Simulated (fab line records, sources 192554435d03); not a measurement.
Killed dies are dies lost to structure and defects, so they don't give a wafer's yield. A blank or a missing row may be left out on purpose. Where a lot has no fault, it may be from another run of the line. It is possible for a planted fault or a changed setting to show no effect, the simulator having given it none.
fab line records	flow n5_finfet
[record] lots = 8	wafers = 24	last_day = 17
route steps=1938 shown BEOL_M0_SAQP@665 BEOL_M0_CUTY@710 BEOL_M4@1111 PASSIVATION@1936
lots untouched by any fault: they come from a run of this same line in which no faults occurred
start_h: hours from the record's opening day to when the first of the lot's shown wafers began	wait_h: time in hours since the lot's previous step	" identical to the entry in the row above	L1.1+2: one row covering several wafers at once	- no value, or no start was given	* or withheld: withheld	< > ~ a bound
route shown NAME@n: names a module that has steps shown in the file, with the first one's number in the route	usual: average and standard deviation across the fault-free wafers	same: alike in all rows	chamber/n: place in a boat	sites: the reading at each site	_std_site: the values' standard deviation	_edge_site: mean of outer sites minus mean of inner sites	radius_mm: how far each site lies from the wafer's centre	mask NAME#n: copy n	behind: the last tool/chamber to shape the wafer	hold: reason for holding the lot/hours on hold/outcome of the hold	device: names the non-switching transistor (n, p or np)	end of line: at the end of the route, the tests of the same wafers	for a step that has no rows: nothing shown but its recipe	killed: dies that structure and defects cost at the first sort, which is not the same as the wafer's yield	map: a wafer's dies, marking killed ones x, the rest . and places with no die _
set.NAME: setting as actually run; set.NAME@STEP: the setting as run at that earlier step	model.NAME: the simulator's own value behind a step, which no gauge read
a sample of lots followed through the steps of the route, with each step as a table and each wafer as a row
services: a tool's chamber out of use, with start hour (start_h, from the record's first day; less than 0 if before it), hours out, and reason
[[steps]]
[step N5_BEOL_M0_SAQP_MANDREL1_REMOVE_100]
[recipe] chemistry = HBr/Cl2/O2	bt_time_s = 10	target = a-Si	stop_on = SiNx	endpoint = OES-SiCl	over_etch_frac = 0.85	icp_w = 600	bias_w = 30	HBr_flow_sccm = 150	Cl2_flow_sccm = 80	O2_flow_sccm = 5	pressure_mtorr = 10
[usual] drypump_motor_current_A = 5.6/0.45	he_backside_leak_sccm = 2.8/0.38	oes_product_au = 1.005/0.015	throttle_valve_pct = 36.7/0.31
[same] over_etch_frac = 0.85
lot.wafer	tool	chamber	start_h	wait_h	drypump_motor_current_A	he_backside_leak_sccm	oes_product_au	rf_hours_counter_h	throttle_valve_pct
L779.1	rie_si-05	1	149.47	0.1	4.8	2.9	1.004	66	36.6
L779.2	"	0	"	"	5.8	3.5	1.009	181	36.8
L779.4	"	3	"	"	5.7	2.6	0.983	60	36.7
L781.1	rie_si-03	2	159.32	0.1	6.1	3.2	1.022	110	36.2
L781.2	"	3	"	"	5.3	2.7	1.040	35	36.2
L781.3	"	1	"	"	6.0	2.3	1.005	137	36.8
L784.2	rie_si-05	0	182.31	0.1	5.8	3.2	1.015	182	36.8
L784.4	"	1	"	"	4.8	2.8	0.997	67	36.6
L784.5	"	0	"	"	5.8	3.4	1.019	-	36.8
L785.2	rie_si-05	2	185.75	0.1	4.9	2.3	0.989	68	36.8
L785.3	"	0	"	"	5.8	3.7	1.022	182	36.8
L785.5	"	1	"	"	4.8	3.0	1.003	-	36.6
L786.3	rie_si-05	0	191.63	0.1	5.8	3.4	1.025	182	36.8
L786.4	"	1	"	"	4.8	2.9	1.002	67	36.6
L786.5	"	2	"	"	4.9	2.4	0.995	-	36.8
L787.1	rie_si-03	2	198.70	0.1	6.0	3.4	1.015	111	36.2
L787.3	"	1	"	"	5.9	2.3	1.016	138	36.8
L787.5	"	0	"	"	5.9	2.5	0.980	-	36.3
L788.1	rie_si-05	0	203.84	0.1	5.8	3.2	0.996	182	36.8
L788.5	"	0	"	"	5.8	3.3	1.005	-	36.8
L788.6	"	1	"	"	4.8	2.8	0.994	-	36.6
L796.1	rie_si-03	0	244.67	0.1	5.9	2.6	0.994	83	36.3
L796.3	"	3	"	"	5.3	2.9	1.040	37	36.2
L796.5	"	3	"	"	5.3	2.8	1.030	-	36.2
[step N5_BEOL_M0_SAQP_ETCH_101]
[recipe] chemistry = CH3F/O2	target = SiNx	mask_material = SiO2	target_depth_a = 299	time_s = 42.7	pressure_mtorr = 30	source_w = 395	bias_w = 73	Ar_flow_sccm = 150	CH3F_flow_sccm = 30	O2_flow_sccm = 20	ion_energy_ev = 120
[usual] drypump_motor_current_A = 5.6/0.43	oes_product_au = 0.75/0.072	rf_vpp_V = 296/4.5	showerhead_plenum_p_Torr = 2.00/0.063	throttle_valve_pct = 16.48/0.25
lot.wafer	tool	chamber	start_h	wait_h	drypump_motor_current_A	oes_product_au	rf_hours_counter_h	rf_vpp_V	showerhead_plenum_p_Torr	throttle_valve_pct
L779.1	rie_diel-01	3	149.84	0.3	5.8	0.73	167	297	1.91	16.31
L779.2	"	0	"	"	5.3	0.69	239	286	2.04	16.70
L779.4	"	2	"	"	6.3	0.75	154	291	2.00	16.46
L781.1	rie_diel-01	3	159.47	0.0	5.8	0.72	170	297	1.91	16.31
L781.2	"	1	"	"	6.0	0.90	27	301	2.04	15.99
L781.3	"	2	"	"	6.2	0.74	157	290	2.00	16.45
L784.2	rie_diel-01	3	182.53	0.1	5.8	0.72	176	296	1.91	16.33
L784.4	"	0	"	"	5.3	0.69	248	289	2.03	16.72
L784.5	"	2	"	"	6.2	0.73	-	290	1.99	16.49
L785.2	rie_diel-01	3	185.90	0.0	5.8	0.72	177	296	1.91	16.32
L785.3	"	2	"	"	6.2	0.73	164	290	1.99	16.48
L785.5	"	3	"	"	5.8	0.73	-	295	1.91	16.33
L786.3	rie_diel-03	2	191.85	0.1	5.5	0.74	170	289	1.92	16.66
L786.4	"	3	"	"	5.2	0.75	-	299	2.09	16.69
L786.5	"	2	"	"	5.5	0.75	-	288	1.92	16.67
L787.1	rie_diel-03	2	198.85	0.0	5.5	0.73	173	289	1.92	16.66
L787.3	"	3	"	"	5.2	0.73	185	299	2.09	16.68
L787.5	"	0	"	"	5.7	0.72	-	296	2.08	16.62
L788.1	rie_diel-03	0	203.99	0.0	5.7	0.72	154	296	2.08	16.63
L788.5	"	0	"	"	5.7	0.72	-	299	2.08	16.63
L788.6	"	3	"	"	5.3	0.73	-	296	2.09	16.70
L796.1	rie_diel-04	1	244.82	0.0	6.1	0.94	22	301	1.97	16.21
L796.3	"	0	"	"	4.7	0.68	222	300	1.90	16.64
L796.5	"	2	"	"	5.7	0.70	-	295	2.06	16.13
[step N5_BEOL_M0_SAQP_MANDREL_ETCH_103]
[recipe] chemistry = HBr/Cl2	target = a-Si	target_depth_a = 450	bt_time_s = 10	stop_on = SiCN	mask_material = SiO2	over_etch_frac = 0.8	time_s = 27	pressure_mtorr = 10	icp_w = 800	bias_w = 75	HBr_flow_sccm = 150	Cl2_flow_sccm = 80	ends = end_point
[usual] drypump_motor_current_A = 5.7/0.42	he_backside_leak_sccm = 2.8/0.37	oes_product_au = 0.688/0.011	throttle_valve_pct = 35.39/0.29
[same] over_etch_frac = 0.8
lot.wafer	tool	chamber	start_h	wait_h	drypump_motor_current_A	he_backside_leak_sccm	oes_product_au	rf_hours_counter_h	throttle_valve_pct
L779.1	rie_si-06	1	149.98	0.0	6.2	2.7	0.698	82	36.08
L779.2	"	0	"	"	5.8	3.0	0.693	126	35.34
L779.4	"	2	"	"	5.9	2.4	0.709	27	35.51
L781.1	rie_si-05	0	159.61	0.0	5.8	3.2	0.689	182	35.54
L781.2	"	1	"	"	4.8	3.0	0.676	67	35.35
L781.3	"	3	"	"	5.7	2.5	0.675	60	35.50
L784.2	rie_si-06	3	182.67	0.0	5.7	3.0	0.684	175	35.34
L784.4	"	1	"	"	6.2	2.6	0.706	83	36.08
L784.5	"	1	"	"	6.1	2.7	0.693	-	36.11
L785.2	rie_si-06	1	186.04	0.0	6.1	2.7	0.687	83	36.12
L785.3	"	2	"	"	6.0	2.4	0.692	28	35.56
L785.5	"	2	"	"	6.0	2.3	0.695	-	35.53
L786.3	rie_si-06	3	191.99	0.0	5.7	2.9	0.666	175	35.36
L786.4	"	1	"	"	6.2	2.7	0.685	83	36.09
L786.5	"	2	"	"	5.9	2.4	0.695	-	35.53
L787.1	rie_si-05	2	198.99	0.0	5.0	2.4	0.682	68	35.46
L787.3	"	0	"	"	5.8	3.2	0.689	182	35.50
L787.5	"	1	"	"	4.8	2.6	0.696	-	35.31
L788.1	rie_si-06	1	204.12	0.0	6.2	2.7	0.700	83	36.10
L788.5	"	2	"	"	5.9	2.3	0.707	-	35.52
L788.6	"	3	"	"	5.7	3.0	0.687	-	35.32
L796.1	rie_si-05	1	244.96	0.0	4.8	2.8	0.689	68	35.32
L796.3	"	3	"	"	5.7	2.5	0.680	62	35.46
L796.5	"	2	"	"	4.9	2.5	0.676	-	35.46
[step N5_BEOL_M0_SAQP_ETCH_106]
[recipe] chemistry = N2/H2	target = SOC	target_depth_a = 1500	stop_on = SiNx	ion_energy_ev = 100	bias_w = 61	pressure_mtorr = 30	source_w = 850	n2_flow_sccm = 200	h2_flow_sccm = 200
[usual] drypump_motor_current_A = 5.7/0.44	oes_product_au = 0.75/0.076	rf_vpp_V = 240.5/1.4	showerhead_plenum_p_Torr = 2.53/0.081	throttle_valve_pct = 17.89/0.27
lot.wafer	tool	chamber	start_h	wait_h	drypump_motor_current_A	oes_product_au	rf_hours_counter_h	rf_vpp_V	showerhead_plenum_p_Torr	throttle_valve_pct
L779.1	rie_diel-04	1	150.51	-	6.1	0.68	255	240.5	2.50	18.00
L779.2	"	2	"	"	5.7	0.72	171	241.7	2.64	17.47
L779.4	"	1	"	"	6.0	0.68	-	238.6	2.50	17.99
L781.1	rie_diel-03	2	160.14	-	5.5	0.75	159	240.0	2.43	18.06
L781.2	"	0	"	"	5.6	0.73	144	242.4	2.67	18.12
L781.3	"	1	"	"	5.7	0.75	175	241.2	2.53	17.97
L784.2	rie_diel-01	3	183.19	-	5.8	0.72	176	237.3	2.44	17.80
L784.4	"	2	"	"	6.3	0.73	164	241.4	2.54	18.00
L784.5	"	3	"	"	5.8	0.72	-	241.1	2.44	17.79
L785.2	rie_diel-01	2	186.64	-	6.3	0.72	165	240.6	2.54	17.99
L785.3	"	1	"	"	6.0	0.88	34	241.6	2.57	17.39
L785.5	"	3	"	"	5.8	0.72	-	238.6	2.44	17.79
L786.3	rie_diel-04	3	192.54	-	5.9	0.71	223	239.2	2.51	18.20
L786.4	"	1	"	"	6.1	0.96	4	239.7	2.50	17.52
L786.5	"	0	"	"	4.7	0.68	-	239.6	2.42	18.18
L787.1	rie_diel-04	3	199.51	-	6.0	0.71	224	241.0	2.51	18.21
L787.3	"	0	"	"	4.7	0.68	209	238.2	2.42	18.18
L787.5	"	0	"	"	4.7	0.69	-	238.9	2.42	18.18
L788.1	rie_diel-01	3	204.68	-	5.8	0.71	185	239.3	2.43	17.83
L788.5	"	3	"	"	5.8	0.72	-	238.8	2.43	17.81
L788.6	"	2	"	"	6.3	0.72	-	241.1	2.54	18.01
L796.1	rie_diel-04	1	245.73	-	6.1	0.92	23	239.3	2.49	17.58
L796.3	"	3	"	"	6.0	0.69	240	239.8	2.50	18.24
L796.5	"	1	"	"	6.1	0.91	-	240.0	2.49	17.56
[step N5_BEOL_M0_SAQP_INSPECT_42]
[recipe] mode = adi	inspect_instrument = brightfield
[usual] raw_defect_count = 291/74
lot.wafer	tool	chamber	start_h	wait_h	raw_defect_count
L779.1	defect_inspect-02	-	152.16	0.1	297
L779.2	"	-	"	"	336
L779.4	"	-	"	"	317
L781.1	defect_inspect-02	-	161.94	0.1	232
L781.2	"	-	"	"	356
L781.3	"	-	"	"	321
L784.2	defect_inspect-02	-	185.68	0.0	292
L784.4	"	-	"	"	395
L784.5	"	-	"	"	368
L785.2	defect_inspect-02	-	189.45	0.0	325
L785.3	"	-	"	"	285
L785.5	"	-	"	"	228
L786.3	defect_inspect-02	-	193.99	0.0	722
L786.4	"	-	"	"	622
L786.5	"	-	"	"	597
L787.1	defect_inspect-01	-	200.96	0.1	204
L787.3	"	-	"	"	217
L787.5	"	-	"	"	201
L788.1	defect_inspect-01	-	206.24	0.1	653
L788.5	"	-	"	"	655
L788.6	"	-	"	"	605
L796.1	defect_inspect-02	-	247.62	0.1	180
L796.3	"	-	"	"	303
L796.5	"	-	"	"	300
[step N5_BEOL_M0_CUTY_INSPECT_59]
[recipe] mode = adi	inspect_instrument = macro
[usual] raw_defect_count = 2.0/1.4
lot.wafer	tool	chamber	start_h	wait_h	raw_defect_count
L779.1	defect_inspect-01	-	153.43	0.0	1
L779.2	"	-	"	"	3
L779.4	"	-	"	"	3
L781.1	defect_inspect-01	-	163.40	0.0	2
L781.2	"	-	"	"	2
L781.3	"	-	"	"	3
L784.2	defect_inspect-01	-	187.25	0.0	2
L784.4	"	-	"	"	4
L784.5	"	-	"	"	2
L785.2	defect_inspect-01	-	190.96	0.0	1
L785.3	"	-	"	"	4
L785.5	"	-	"	"	4
L786.3	defect_inspect-01	-	195.47	0.0	>300
L786.4	"	-	"	"	>300
L786.5	"	-	"	"	>300
L787.1	defect_inspect-02	-	202.95	0.0	3
L787.3	"	-	"	"	2
L787.5	"	-	"	"	3
L788.1	defect_inspect-01	-	207.50	0.0	>300
L788.5	"	-	"	"	>300
L788.6	"	-	"	"	>300
L796.1	defect_inspect-01	-	249.01	0.0	3
L796.3	"	-	"	"	2
L796.5	"	-	"	"	4
[step N5_BEOL_M4_RC_MEAS_101]
[usual] DIBL_N = 35.9/1.6	DIBL_P = 35.6/2.1	IOFF_N = 0.149/0.029	IOFF_P = 0.20/0.033	ION_N = 671/11	ION_P = 460/7.3	SS_N = 71.4/0.62	SS_P = 73.2/0.65	VT_N = 251/3.1	VT_P = -251/3.4
lot.wafer	tool	chamber	start_h	wait_h	DIBL_N[mV/V]	DIBL_P[mV/V]	IOFF_N[nA/um]	IOFF_P[nA/um]	ION_N[uA/um]	ION_P[uA/um]	SS_N[mV/dec]	SS_P[mV/dec]	VT_N[mV]	VT_P[mV]
L779.1	prober-02	0	196.43	0.0	36.4	36.1	0.144	0.17	659	444	72.3	72.7	252	-258
L779.2	"	0	"	"	35.6	37.0	0.144	0.18	665	452	71.3	72.4	250	-254
L779.4	"	0	"	"	36.7	38.0	0.158	0.20	668	459	71.3	73.1	251	-252
L781.1	prober-01	0	209.04	0.0	36.0	38.9	0.162	0.24	676	477	70.3	73.6	250	-247
L781.2	"	0	"	"	36.4	37.9	0.158	0.22	681	468	71.3	73.6	248	-248
L781.3	"	0	"	"	36.3	38.7	0.175	0.24	704	480	71.8	73.8	248	-245
L785.2	prober-02	0	233.70	0.2	37.6	37.5	0.173	0.20	676	456	71.4	73.9	248	-255
L785.3	"	0	"	"	37.4	37.5	0.169	0.19	675	458	71.1	73.7	248	-254
L785.5	"	0	"	"	33.8	32.5	0.115	0.14	655	450	70.4	72.9	251	-256
L784.2	prober-01	0	236.49	0.2	37.3	35.7	0.166	0.25	657	460	72.1	73.9	250	-248
L784.4	"	0	"	"	34.3	32.8	0.124	0.20	670	469	70.5	72.4	252	-249
L784.5	"	0	"	"	36.1	35.5	0.151	0.24	660	459	71.3	73.4	250	-249
L786.3	prober-01	0	246.91	0.3	35.2	33.9	0.130	0.20	670	465	70.6	72.9	249	-249
L786.4	"	0	"	"	35.1	33.3	0.135	0.19	662	461	71.3	73.0	253	-251
L786.5	"	0	"	"	34.1	32.3	0.118	0.18	664	455	70.7	72.6	254	-251
L787.1	prober-02	0	254.23	0.0	34.7	34.8	0.127	0.18	663	454	71.2	73.1	253	-252
L787.3	"	0	"	"	35.5	36.1	0.143	0.19	675	457	71.6	72.4	252	-251
L787.5	"	0	"	"	37.9	38.3	0.178	0.23	670	457	72.4	74.4	251	-249
L788.1	prober-01	0	257.33	0.0	37.1	35.7	0.152	0.18	673	462	71.7	73.0	252	-253
L788.5	"	0	"	"	37.1	36.3	0.158	0.19	670	464	72.0	73.3	250	-253
L788.6	"	0	"	"	37.4	37.6	0.155	0.20	677	460	72.0	73.9	251	-250
L796.1	prober-02	0	303.75	0.0	34.6	34.7	0.133	0.19	665	458	71.8	72.8	251	-251
L796.3	"	0	"	"	34.9	33.6	0.135	0.16	679	461	71.3	72.4	252	-253
L796.5	"	0	"	"	35.7	34.8	0.154	0.19	681	459	71.5	73.6	250	-249
[step N5_PASSIVATION_PROBE_49]
[usual] defect_limited_yield = 90.9/1.5	killed_at_M0_to_M3 = 36/9.9	killed_at_M4_up = 13/4.5	killed_at_contacts = 13/6.4	killed_at_front_end = 42/12	killed_at_other = 3.4/3	killed_dies = 107/18	killed_on_rim = 14/4.3	killed_open = 69/13	killed_short = 35/8.2	sort_bin_5_function = 5.3/1.1	sort_bin_6_memory = 3.4/0.69	sort_n_pass = 1073/18	sort_yield_pct = 90.9/1.5
[same] gross_dies = 1180	killed_at_back_side = 0	sort_bin_4_leakage[%] = 0	sort_bin_8_speed[%] = 0
lot.wafer	tool	chamber	start_h	wait_h	defect_limited_yield[%]	killed_at_M0_to_M3	killed_at_M4_up	killed_at_contacts	killed_at_front_end	killed_at_other	killed_dies	killed_on_rim	killed_open	killed_short	sort_bin_5_function[%]	sort_bin_6_memory[%]	sort_n_pass	sort_yield_pct[%]
L786.3	prober-02	-	344.05	0.1	83.1	145	10	7	32	5	199	14	51	24	10.7	3.6	981	83.1
L786.4	prober-02	-	344.10	0.2	83.8	126	8	11	41	5	191	9	62	24	10.3	4.5	989	83.8
L786.5	prober-02	-	344.15	0.2	81.9	145	8	14	39	8	214	14	66	34	11.9	5.0	966	81.9
L787.1	prober-01	-	352.08	0.0	92.8	29	10	5	41	0	85	10	51	33	4.2	2.5	1095	92.8
L787.3	prober-01	-	352.18	0.1	90.0	52	13	3	44	6	118	19	70	40	5.1	4.2	1062	90.0
L787.5	prober-01	-	352.28	0.2	91.9	34	10	5	43	3	95	17	52	34	5.0	2.3	1085	91.9
L788.1	prober-02	-	355.98	0.0	81.1	153	10	17	38	5	223	18	66	29	11.8	5.1	957	81.1
L788.5	prober-02	-	356.18	0.2	79.9	160	11	14	52	0	237	22	84	37	12.7	5.0	943	79.9
L788.6	prober-02	-	356.23	0.3	82.9	141	12	13	35	1	202	7	66	24	11.8	3.9	978	82.9
// killed by level:class
L786.3 BEOL_M0_SAQP:unspecified=112 HKMG_FIN:area_etch=8 FIN_SAQP:geometric_particle:open=7 BEOL_M3:geometric_particle:open=6 BEOL_M2:geometric_particle:open=5 BEOL_M4:geometric_particle:open=5 MOL_CONTACT_COAG:geometric_particle:open=4 BEOL_M1:geometric_particle:open=4
L786.4 BEOL_M0_SAQP:unspecified=104 FIN_SAQP:geometric_particle:open=11 GATE_CUT:geometric_particle:short=10 MOL_CONTACT_COAG:geometric_particle:open=9 STI_FIN_REVEAL:geometric_particle:open=7 BEOL_M3:geometric_particle:open=6 DUMMY_GATE:geometric_particle:open=5 BEOL_M0_SAQP:geometric_particle:short=4
L786.5 BEOL_M0_SAQP:unspecified=113 STI_FIN_REVEAL:geometric_particle:open=13 MOL_CONTACT_COAG:geometric_particle:open=10 FIN_SAQP:geometric_particle:short=7 BEOL_M0_SAQP:geometric_particle:open=5 BEOL_M1:geometric_particle:open=5 BEOL_M2:geometric_particle:open=5 BEOL_M3:geometric_particle:open=5
L787.1 STI_FIN_REVEAL:geometric_particle:open=8 BEOL_M0_SAQP:geometric_particle:open=8 BEOL_M0_SAQP:geometric_particle:short=8 GATE_CUT:geometric_particle:short=7 STARTING-WAFER:geometric_particle:open=7 BEOL_M2:geometric_particle:open=6 MOL_CONTACT_COAG:geometric_particle:open=4 BEOL_M1:geometric_particle:open=4
L787.3 BEOL_M0_SAQP:geometric_particle:short=17 BEOL_M0_SAQP:geometric_particle:open=13 BEOL_M2:geometric_particle:open=12 FIN_SAQP:geometric_particle:open=9 STI_FIN_REVEAL:geometric_particle:open=8 DUMMY_GATE:geometric_particle:open=6 BEOL_M4:geometric_particle:open=5 FIN_SAQP:geometric_particle:short=4
L787.5 FIN_SAQP:geometric_particle:short=8 BEOL_M0_SAQP:geometric_particle:short=8 STI_FIN_REVEAL:geometric_particle:open=7 BEOL_M2:geometric_particle:open=7 HKMG_FIN:area_etch=7 FIN_SAQP:geometric_particle:open=5 DUMMY_GATE:geometric_particle:open=5 GATE_CUT:geometric_particle:short=4
L788.1 BEOL_M0_SAQP:unspecified=121 MOL_CONTACT_COAG:geometric_particle:open=15 FIN_SAQP:geometric_particle:open=8 STI_FIN_REVEAL:geometric_particle:open=8 BEOL_M0_SAQP:geometric_particle:short=7 FIN_SAQP:geometric_particle:short=6 BEOL_M0_SAQP:geometric_particle:open=6 BEOL_M2:geometric_particle:open=6
L788.5 BEOL_M0_SAQP:unspecified=111 BEOL_M0_SAQP:geometric_particle:open=14 MOL_CONTACT_COAG:geometric_particle:open=13 STI_FIN_REVEAL:geometric_particle:open=13 BEOL_M0_SAQP:geometric_particle:short=13 FIN_SAQP:geometric_particle:open=11 BEOL_M3:geometric_particle:open=7 DUMMY_GATE:geometric_particle:open=5
L788.6 BEOL_M0_SAQP:unspecified=110 MOL_CONTACT_COAG:geometric_particle:open=12 FIN_SAQP:geometric_particle:open=10 STI_FIN_REVEAL:geometric_particle:open=7 BEOL_M1:geometric_particle:open=7 BEOL_M2:geometric_particle:open=5 BEOL_M0_SAQP:geometric_particle:open=4 BEOL_M0_SAQP:geometric_particle:short=4
[[services]]
tool	chamber	start_h	hours	kind
rie_diel-04	3	126.58	27.6	repair
rie_diel-01	-	126.93	0.3	repair
rie_diel-04	-	138.91	0.5	repair
rie_diel-04	1	154.34	-	clean
rie_diel-04	1	154.34	-	consumable_replace:focus_ring
rie_diel-04	1	154.34	25.1	scheduled_down
rie_diel-04	1	154.34	25.1	vent_cycle
rie_si-05	0	169.40	4.9	repair
rie_diel-01	0	188.11	-	clean
rie_diel-01	0	188.11	-	consumable_replace:focus_ring
rie_diel-01	0	188.11	20.4	scheduled_down
rie_diel-01	0	188.11	20.4	vent_cycle
rie_diel-01	1	203.57	15.6	repair
rie_si-06	-	209.18	2.8	pm
rie_si-05	-	218.56	0.4	repair
rie_si-05	3	232.76	1.6	repair
rie_diel-04	0	241.77	2.9	repair
rie_diel-03	3	243.02	4.6	repair
[[key]]
[first_sign] step = N5_BEOL_M0_SAQP_INSPECT_42	reading = raw_defect_count	direction = up	sigmas = 4.7	usual = 291	struck = 642
[effect] step = N5_BEOL_M0_CUTY_INSPECT_59	reading = raw_defect_count	direction = up	sigmas = 99+	usual = 2.0	struck = >300
[effect] step = N5_PASSIVATION_PROBE_49	reading = killed_at_M0_to_M3	direction = up	sigmas = 11	usual = 36	struck = 145
[more_kills_born_at] N5_BEOL_M0_SAQP_MANDREL_ETCH_103@rie_si-06 = 669
met_at N5_BEOL_M0_SAQP_MANDREL_ETCH_103
struck_lots L786,L788
not_acting_at N5_BEOL_M0_SAQP_MANDREL1_REMOVE_100,N5_BEOL_M0_SAQP_ETCH_101,N5_BEOL_M0_SAQP_ETCH_106
onset_between 186.04 191.99
[fault] kind = chamber_particle_source	tool = rie_si-06	chamber = -	onset_h = 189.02	steps = N5_BEOL_M0_SAQP_MANDREL_ETCH_103	rate_per_visit_cm2 = 0.62122	end_h = 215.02
